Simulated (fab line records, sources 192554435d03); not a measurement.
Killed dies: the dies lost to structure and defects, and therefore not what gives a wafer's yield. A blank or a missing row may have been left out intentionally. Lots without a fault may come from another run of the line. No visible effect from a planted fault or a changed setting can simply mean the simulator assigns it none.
fab line records || flow n5-finfet
[record] {"lots": 4, "wafers": 12, "last-day": 18}
route steps=1938 shown WELL_APT@36 PMOS_HMC_CHANNEL_EPI@57 BEOL_M4@1111
lots that met no fault: taken from a fault-free run of the same line
start-h: start of the lot's first displayed wafer, in hours after the record's first day || wait-h: how many hours have passed since the lot's step before this one || " same as the row above || L1.1+2: one row covering several wafers at once || - no value, or no start was given || * or withheld: withheld || < > ~ a bound
route shown NAME@n: NAME is a module with steps in the file, n the number in the route of the first one || usual: the fault-free wafers' mean and standard deviation || same: alike in all rows || chamber/n: place in a boat || sites: the reading at each site || _std_site: the standard deviation of these || _edge_site: inner sites' mean taken away from outer sites' mean || radius-mm: how far each site lies from the wafer's centre || mask NAME#n: copy n || behind: the tool/chamber that last shaped the wafer || hold: why the lot went on hold/how many hours it stayed there/how the hold came to an end || device: whichever transistor did not switch (one of n, p or np) || end of line: the same wafers' tests at the end of the route || a step with no rows: only its recipe || killed: dies lost to structure and defects at the first sort, not the wafer's yield || map: per-die view of a wafer (x killed, . not killed, _ where there is no die)
set.NAME: the run value of the setting; set.NAME@STEP: its run value at that earlier step || model.NAME: the simulator's own value behind a step, which no gauge read
a table for each step, a row for each wafer; lots at some steps of the route
services: from which hour (start-h, from the record's first day; less than 0 if before it) a tool's chamber was out of use, for how many hours, and why
[[steps]]
[step N5_WELL_APT_COAT_19]
[recipe] {"spin-rpm": 1357, "resist-thk-nm": 950}
[step N5_WELL_APT_EBR_21]
[recipe] {"solvent": "PGMEA", "ebr-width-mm": 1.5}
[step N5_WELL_APT_SOFTBAKE_20]
[recipe] {"temp-c": 130, "time-s": 60}
[step N5_WELL_APT_EXPOSE_22]
[recipe] {"mask-id": "PWELL", "na": 0.8, "source-shape": "conventional", "sigma-outer": 0.8, "polarization": "unpolarized", "defocus-nm": 0, "target-cd-nm": 200, "dose-mj": 23.2}
[step N5_WELL_APT_PEB_23]
[recipe] {"peb-temp-c": 130, "peb-time-s": 90}
[step N5_WELL_APT_DEVELOP_24]
[recipe] {"develop-time-s": 45, "rinse-liquid": "surfactant-rinse", "dry": "air-spin", "dev-temp-c": 21}
[step N5_WELL_APT_HARDBAKE_29]
[recipe] {"temp-c": 130, "time-s": 120}
[step N5_WELL_APT_DESCUM_30]
[recipe] {"chemistry": "O2", "time-s": 7.9, "source-power-w": 50, "bias-power-w": 20, "pressure-mtorr": 20, "rf-frequency-hz": 2.712e+07, "temp-c": 40, "o2-flow-sccm": 225}
[step N5_WELL_APT_IMPLANT_31]
[recipe] {"species": "B", "energy-kev": 60, "dose-cm2": 1.5e+13, "tilt-deg": 0, "rotation-deg": 0}
[step N5_WELL_APT_IMPLANT_32]
[recipe] {"species": "BF2", "energy-kev": 50, "dose-cm2": 2e+13, "tilt-deg": 0, "rotation-deg": 0}
[usual] {"beam-energy-keV": "49.997/0.015", "dose-ions-cm2": "2.0003e+13/2.3e+10", "faraday-current-uA": "254/5"}
{"lot.wafer": "L840.1", "tool": "implanter-01", "chamber": 0, "start-h": 27.32, "wait-h": 0.1, "beam-energy-keV": 49.997, "dose-ions-cm2": 2.0016e+13, "faraday-current-uA": 252}
{"lot.wafer": "L840.3", "tool": "implanter-01", "chamber": 0, "start-h": 27.32, "wait-h": 0.1, "beam-energy-keV": 50.003, "dose-ions-cm2": 2.003e+13, "faraday-current-uA": 252}
{"lot.wafer": "L840.5", "tool": "implanter-01", "chamber": 0, "start-h": 27.32, "wait-h": 0.1, "beam-energy-keV": 50.007, "dose-ions-cm2": 1.9986e+13, "faraday-current-uA": 255}
{"lot.wafer": "L852.1", "tool": "implanter-01", "chamber": 0, "start-h": 99.43, "wait-h": 0.1, "beam-energy-keV": 49.977, "dose-ions-cm2": 2.4205e+13, "faraday-current-uA": 303}
{"lot.wafer": "L852.4", "tool": "implanter-01", "chamber": 0, "start-h": 99.43, "wait-h": 0.1, "beam-energy-keV": 50.013, "dose-ions-cm2": 2.4254e+13, "faraday-current-uA": 303}
{"lot.wafer": "L852.5", "tool": "implanter-01", "chamber": 0, "start-h": 99.43, "wait-h": 0.1, "beam-energy-keV": 50.020, "dose-ions-cm2": 2.4236e+13, "faraday-current-uA": 312}
{"lot.wafer": "L854.2", "tool": "implanter-01", "chamber": 0, "start-h": 112.49, "wait-h": 0.1, "beam-energy-keV": 49.988, "dose-ions-cm2": 2.4221e+13, "faraday-current-uA": 310}
{"lot.wafer": "L854.5", "tool": "implanter-01", "chamber": 0, "start-h": 112.49, "wait-h": 0.1, "beam-energy-keV": 49.989, "dose-ions-cm2": 2.4238e+13, "faraday-current-uA": 315}
{"lot.wafer": "L854.6", "tool": "implanter-01", "chamber": 0, "start-h": 112.49, "wait-h": 0.1, "beam-energy-keV": 50.006, "dose-ions-cm2": 2.4252e+13, "faraday-current-uA": 300}
{"lot.wafer": "L860.1", "tool": "implanter-02", "chamber": 0, "start-h": 147.34, "wait-h": 0.1, "beam-energy-keV": 50.014, "dose-ions-cm2": 2.0017e+13, "faraday-current-uA": 259}
{"lot.wafer": "L860.4", "tool": "implanter-02", "chamber": 0, "start-h": 147.34, "wait-h": 0.1, "beam-energy-keV": 49.976, "dose-ions-cm2": 2.003e+13, "faraday-current-uA": 254}
{"lot.wafer": "L860.6", "tool": "implanter-02", "chamber": 0, "start-h": 147.34, "wait-h": 0.1, "beam-energy-keV": 49.964, "dose-ions-cm2": 1.9988e+13, "faraday-current-uA": 247}
[step N5_WELL_APT_STRIP_33]
[recipe] {"chemistry": "SPM", "time-s": 900, "temp-c": 130, "h2so4-h2o2-vol-ratio": 4, "dry": "ipa-marangoni"}
[step N5_WELL_APT_RTA_34]
[recipe] {"temp-c": 1000, "time-s": 10, "ambient": "N2", "idle-temp-c": 600, "ramp-up-c-per-s": 150, "ramp-down-c-per-s": 60, "cool-to-c": 600}
[step N5_WELL_APT_OXIDE_STRIP_42]
[recipe] {"chemistry": "dHF", "dilution": "25:1", "time-s": 45, "temp-c": 25, "target": "SiO2", "target-depth-a": 120}
[step N5_WELL_APT_PRECLEAN_36]
[recipe] {"chemistry": "O3/DIW", "time-s": 45, "temp-c": 22, "o3-ppm": 10}
[step N5_WELL_APT_PRECLEAN_39]
[recipe] {"chemistry": "dHF", "time-s": 60, "dilution": "150:1", "temp-c": 25}
[step N5_WELL_APT_SRD_37]
[recipe] {"dry": "ipa-marangoni", "do-ppb": 5, "time-s": 30, "temp-c": 23, "rinse-liquid": "diw"}
[step N5_WELL_APT_EPI_41]
[recipe] {"material": "Si", "target-thk-a": 500, "temp-c": 650, "precursor": "SiH4/H2", "pressure-torr": 20, "time-s": 297.7}
[step N5_PMOS_HMC_CHANNEL_EPI_HM_DEP_34]
[recipe] {"material": "SiO2", "target-thk-a": 360, "temp-c": 400, "precursor": "TEOS/O2", "pressure-torr": 6.5, "rf-w": 900, "teos-flow-sccm": 161.4, "gas": "O2", "flow-sccm": 2650, "time-s": 6.9}
[step N5_PMOS_HMC_CHANNEL_EPI_COAT_31]
[recipe] {"resist": "BARC", "temp-c": 205, "time-s": 60, "spin-rpm": 1500, "resist-thk-nm": 66}
[step N5_PMOS_HMC_CHANNEL_EPI_COAT_03]
[recipe] {"resist": "CAR-ArF-block", "spin-rpm": 1500, "resist-thk-nm": 205}
[step N5_PMOS_HMC_CHANNEL_EPI_EBR_05]
[recipe] {"solvent": "PGMEA", "ebr-width-mm": 1.5}
[step N5_PMOS_HMC_CHANNEL_EPI_SOFTBAKE_04]
[recipe] {"temp-c": 110, "time-s": 60, "resist": "CAR-ArF-block"}
[step N5_PMOS_HMC_CHANNEL_EPI_EXPOSE_06]
[recipe] {"mask-id": "PMOS_HMC_BLK", "na": 1.35, "source-shape": "conventional", "sigma-outer": 0.8, "polarization": "unpolarized", "target-cd-nm": 240, "dose-mj": 41}
[step N5_PMOS_HMC_CHANNEL_EPI_PEB_07]
[recipe] {"peb-temp-c": 110, "peb-time-s": 60, "resist": "CAR-ArF-block"}
[step N5_PMOS_HMC_CHANNEL_EPI_DEVELOP_08]
[recipe] {"develop-time-s": 30, "developer": "TMAH", "resist": "CAR-ArF-block", "dev-temp-c": 23, "rinse-liquid": "diw", "dry": "air-spin"}
[step N5_PMOS_HMC_CHANNEL_EPI_DESCUM_14]
[recipe] {"chemistry": "O2", "time-s": 7.9, "source-power-w": 50, "bias-power-w": 20, "pressure-mtorr": 20, "rf-frequency-hz": 2.712e+07, "temp-c": 40, "resist": "CAR-ArF-block", "o2-flow-sccm": 225}
[step N5_PMOS_HMC_CHANNEL_EPI_ETCH_32]
[recipe] {"chemistry": "N2/H2", "target": "BARC", "stop-on": "SiO2", "target-depth-a": 858, "over-etch-frac": 0.3, "time-s": 50.3, "ion-energy-ev": 200, "mask-material": "CAR-ArF-block", "pressure-mtorr": 30, "source-w": 840, "bias-w": 150, "n2-flow-sccm": 200, "h2-flow-sccm": 200}
[step N5_PMOS_HMC_CHANNEL_EPI_HM_OPEN_15]
[recipe] {"chemistry": "CHF3/O2", "target": "SiO2", "mask-material": "CAR-ArF-block", "target-depth-a": 406, "CHF3_flow_sccm": 50, "O2_flow_sccm": 5, "Ar_flow_sccm": 200, "time-s": 20.3, "pressure-mtorr": 30, "source-w": 650, "bias-w": 170, "ion-energy-ev": 200}
[step N5_PMOS_HMC_CHANNEL_EPI_STRIP_33]
[recipe] {"chemistry": "N2/H2", "power-w": 500, "temp-c": 40, "pressure-mtorr": 50, "rf-frequency-hz": 6e+07, "overash-fraction": 0.3, "bias-power-w": 8, "h2-frac": 0.5, "n2-flow-sccm": 300, "h2-flow-sccm": 300}
[step N5_PMOS_HMC_CHANNEL_EPI_STRIP_17]
[recipe] {"chemistry": "SPM", "time-s": 750, "temp-c": 130, "h2so4-h2o2-vol-ratio": 4, "dry": "ipa-marangoni"}
[step N5_PMOS_HMC_CHANNEL_EPI_ETCH_38]
[recipe] {"chemistry": "CF4", "target": "SiO2", "target-depth-a": 15, "ion-energy-ev": 350, "pressure-mtorr": 10, "icp-w": 800, "bias-w": 400, "cf4-flow-sccm": 80}
[step N5_PMOS_HMC_CHANNEL_EPI_FIN_RECESS_16]
[recipe] {"chemistry": "HBr/Cl2", "target": "Si", "mask-material": "SiO2", "target-depth-a": 540, "time-s": 18, "pressure-mtorr": 10, "icp-w": 800, "bias-w": 75, "HBr_flow_sccm": 150, "Cl2_flow_sccm": 80}
[step N5_PMOS_HMC_CHANNEL_EPI_PRECLEAN_36]
[recipe] {"chemistry": "O3/DIW", "time-s": 45, "temp-c": 22, "o3-ppm": 10}
[step N5_PMOS_HMC_CHANNEL_EPI_PRECLEAN_18]
[recipe] {"chemistry": "DHF", "time-s": 30, "temp-c": 25, "dilution": "withheld"}
[step N5_PMOS_HMC_CHANNEL_EPI_SRD_19]
[recipe] {"dry": "ipa-marangoni", "do-ppb": 5, "time-s": 30, "temp-c": 23, "rinse-liquid": "diw"}
[step N5_BEOL_M4_RC_MEAS_101]
[usual] {"CJ_N": "4.36/0.063", "DIBL_N": "35.8/1.4", "DIBL_P": "35.8/1.6", "IOFF_N": "0.152/0.021", "IOFF_P": "0.204/0.027", "ION_N": "672/8.7", "ION_P": "461/6.2", "SS_N": "71.5/0.54", "SS_P": "73.1/0.57", "VT_N": "250.0/2.5", "VT_P": "-250.6/2.7"}
{"lot.wafer": "L840.1", "tool": "prober-02", "chamber": 0, "start-h": 191.78, "wait-h": 0.0, "CJ_N": 4.33, "DIBL_N[mV/V]": 36.0, "DIBL_P[mV/V]": 36.2, "IOFF_N[nA/um]": 0.168, "IOFF_P[nA/um]": 0.235, "ION_N[uA/um]": 683, "ION_P[uA/um]": 472, "SS_N[mV/dec]": 71.6, "SS_P[mV/dec]": 74.3, "VT_N[mV]": 246.4, "VT_P[mV]": -248.5}
{"lot.wafer": "L840.3", "tool": "prober-02", "chamber": 0, "start-h": 191.78, "wait-h": 0.0, "CJ_N": 4.38, "DIBL_N[mV/V]": 37.6, "DIBL_P[mV/V]": 37.8, "IOFF_N[nA/um]": 0.195, "IOFF_P[nA/um]": 0.260, "ION_N[uA/um]": 685, "ION_P[uA/um]": 470, "SS_N[mV/dec]": 71.6, "SS_P[mV/dec]": 73.6, "VT_N[mV]": 244.0, "VT_P[mV]": -247.6}
{"lot.wafer": "L840.5", "tool": "prober-02", "chamber": 0, "start-h": 191.78, "wait-h": 0.0, "CJ_N": 4.34, "DIBL_N[mV/V]": 36.5, "DIBL_P[mV/V]": 36.1, "IOFF_N[nA/um]": 0.166, "IOFF_P[nA/um]": 0.231, "ION_N[uA/um]": 668, "ION_P[uA/um]": 464, "SS_N[mV/dec]": 71.3, "SS_P[mV/dec]": 73.7, "VT_N[mV]": 246.7, "VT_P[mV]": -247.5}
{"lot.wafer": "L852.1", "tool": "prober-02", "chamber": 0, "start-h": 266.23, "wait-h": 0.0, "CJ_N": 4.77, "DIBL_N[mV/V]": 35.5, "DIBL_P[mV/V]": 37.0, "IOFF_N[nA/um]": 0.153, "IOFF_P[nA/um]": 0.209, "ION_N[uA/um]": 676, "ION_P[uA/um]": 466, "SS_N[mV/dec]": 71.7, "SS_P[mV/dec]": 73.7, "VT_N[mV]": 249.5, "VT_P[mV]": -250.5}
{"lot.wafer": "L852.4", "tool": "prober-02", "chamber": 0, "start-h": 266.23, "wait-h": 0.0, "CJ_N": 4.78, "DIBL_N[mV/V]": 34.2, "DIBL_P[mV/V]": 35.6, "IOFF_N[nA/um]": 0.137, "IOFF_P[nA/um]": 0.193, "ION_N[uA/um]": 670, "ION_P[uA/um]": 461, "SS_N[mV/dec]": 71.5, "SS_P[mV/dec]": 73.0, "VT_N[mV]": 251.3, "VT_P[mV]": -250.9}
{"lot.wafer": "L852.5", "tool": "prober-02", "chamber": 0, "start-h": 266.23, "wait-h": 0.0, "CJ_N": 4.79, "DIBL_N[mV/V]": 36.0, "DIBL_P[mV/V]": 37.4, "IOFF_N[nA/um]": 0.163, "IOFF_P[nA/um]": 0.223, "ION_N[uA/um]": 675, "ION_P[uA/um]": 466, "SS_N[mV/dec]": 71.9, "SS_P[mV/dec]": 72.9, "VT_N[mV]": 247.2, "VT_P[mV]": -247.8}
{"lot.wafer": "L854.2", "tool": "prober-02", "chamber": 0, "start-h": 269.78, "wait-h": 0.2, "CJ_N": 4.82, "DIBL_N[mV/V]": 33.6, "DIBL_P[mV/V]": 33.9, "IOFF_N[nA/um]": 0.116, "IOFF_P[nA/um]": 0.161, "ION_N[uA/um]": 655, "ION_P[uA/um]": 452, "SS_N[mV/dec]": 70.9, "SS_P[mV/dec]": 72.4, "VT_N[mV]": 254.0, "VT_P[mV]": -254.8}
{"lot.wafer": "L854.5", "tool": "prober-02", "chamber": 0, "start-h": 269.78, "wait-h": 0.2, "CJ_N": 4.79, "DIBL_N[mV/V]": 33.7, "DIBL_P[mV/V]": 34.6, "IOFF_N[nA/um]": 0.117, "IOFF_P[nA/um]": 0.166, "ION_N[uA/um]": 657, "ION_P[uA/um]": 452, "SS_N[mV/dec]": 70.9, "SS_P[mV/dec]": 72.8, "VT_N[mV]": 253.6, "VT_P[mV]": -254.3}
{"lot.wafer": "L854.6", "tool": "prober-02", "chamber": 0, "start-h": 269.78, "wait-h": 0.2, "CJ_N": 4.80, "DIBL_N[mV/V]": 35.1, "DIBL_P[mV/V]": 35.7, "IOFF_N[nA/um]": 0.139, "IOFF_P[nA/um]": 0.190, "ION_N[uA/um]": 662, "ION_P[uA/um]": 455, "SS_N[mV/dec]": 71.4, "SS_P[mV/dec]": 72.5, "VT_N[mV]": 250.1, "VT_P[mV]": -252.3}
{"lot.wafer": "L860.1", "tool": "prober-02", "chamber": 0, "start-h": 316.25, "wait-h": 0.0, "CJ_N": 4.39, "DIBL_N[mV/V]": 35.7, "DIBL_P[mV/V]": 33.9, "IOFF_N[nA/um]": 0.151, "IOFF_P[nA/um]": 0.192, "ION_N[uA/um]": 678, "ION_P[uA/um]": 464, "SS_N[mV/dec]": 71.7, "SS_P[mV/dec]": 72.7, "VT_N[mV]": 248.7, "VT_P[mV]": -248.6}
{"lot.wafer": "L860.4", "tool": "prober-02", "chamber": 0, "start-h": 316.25, "wait-h": 0.0, "CJ_N": 4.41, "DIBL_N[mV/V]": 35.2, "DIBL_P[mV/V]": 32.9, "IOFF_N[nA/um]": 0.144, "IOFF_P[nA/um]": 0.178, "ION_N[uA/um]": 670, "ION_P[uA/um]": 455, "SS_N[mV/dec]": 71.1, "SS_P[mV/dec]": 71.9, "VT_N[mV]": 249.1, "VT_P[mV]": -254.6}
{"lot.wafer": "L860.6", "tool": "prober-02", "chamber": 0, "start-h": 316.25, "wait-h": 0.0, "CJ_N": 4.35, "DIBL_N[mV/V]": 34.7, "DIBL_P[mV/V]": 32.5, "IOFF_N[nA/um]": 0.138, "IOFF_P[nA/um]": 0.180, "ION_N[uA/um]": 668, "ION_P[uA/um]": 462, "SS_N[mV/dec]": 70.4, "SS_P[mV/dec]": 72.3, "VT_N[mV]": 251.3, "VT_P[mV]": -251.1}
[[services]]
{"tool": "implanter-01", "chamber": "-", "start-h": 117.33, "hours": 2.1, "kind": "repair"}
{"tool": "implanter-02", "chamber": "-", "start-h": 131.03, "hours": 1.0, "kind": "repair"}
[[key]]
[first-sign] {"step": "N5_WELL_APT_IMPLANT_32", "reading": "dose-ions-cm2", "direction": "up", "sigmas": "99+", "usual": 2.0003e+13, "struck": 2.4234e+13}
[effect] {"step": "N5_WELL_APT_IMPLANT_32", "reading": "faraday-current-uA", "direction": "up", "sigmas": 11, "usual": 254, "struck": 307}
[effect] {"step": "N5_BEOL_M4_RC_MEAS_101", "reading": "CJ_N", "direction": "up", "sigmas": 6.7, "usual": 4.36, "struck": 4.79}
met-at N5_WELL_APT_IMPLANT_32
struck-wafers L852.1,L852.4,L852.5,L854.2,L854.5,L854.6
onset-between 27.32 99.43
[fault] {"kind": "process-parameter-drift", "tool": "implanter-01", "chamber": "-", "onset-h": 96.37, "steps": "N5_WELL_APT_IMPLANT_32", "channel": "dose-cm2", "offset": 4.2309e+12, "shape": "step", "end-h": 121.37, "acts-in": "these-recipes-only", "stated": 2e+13}
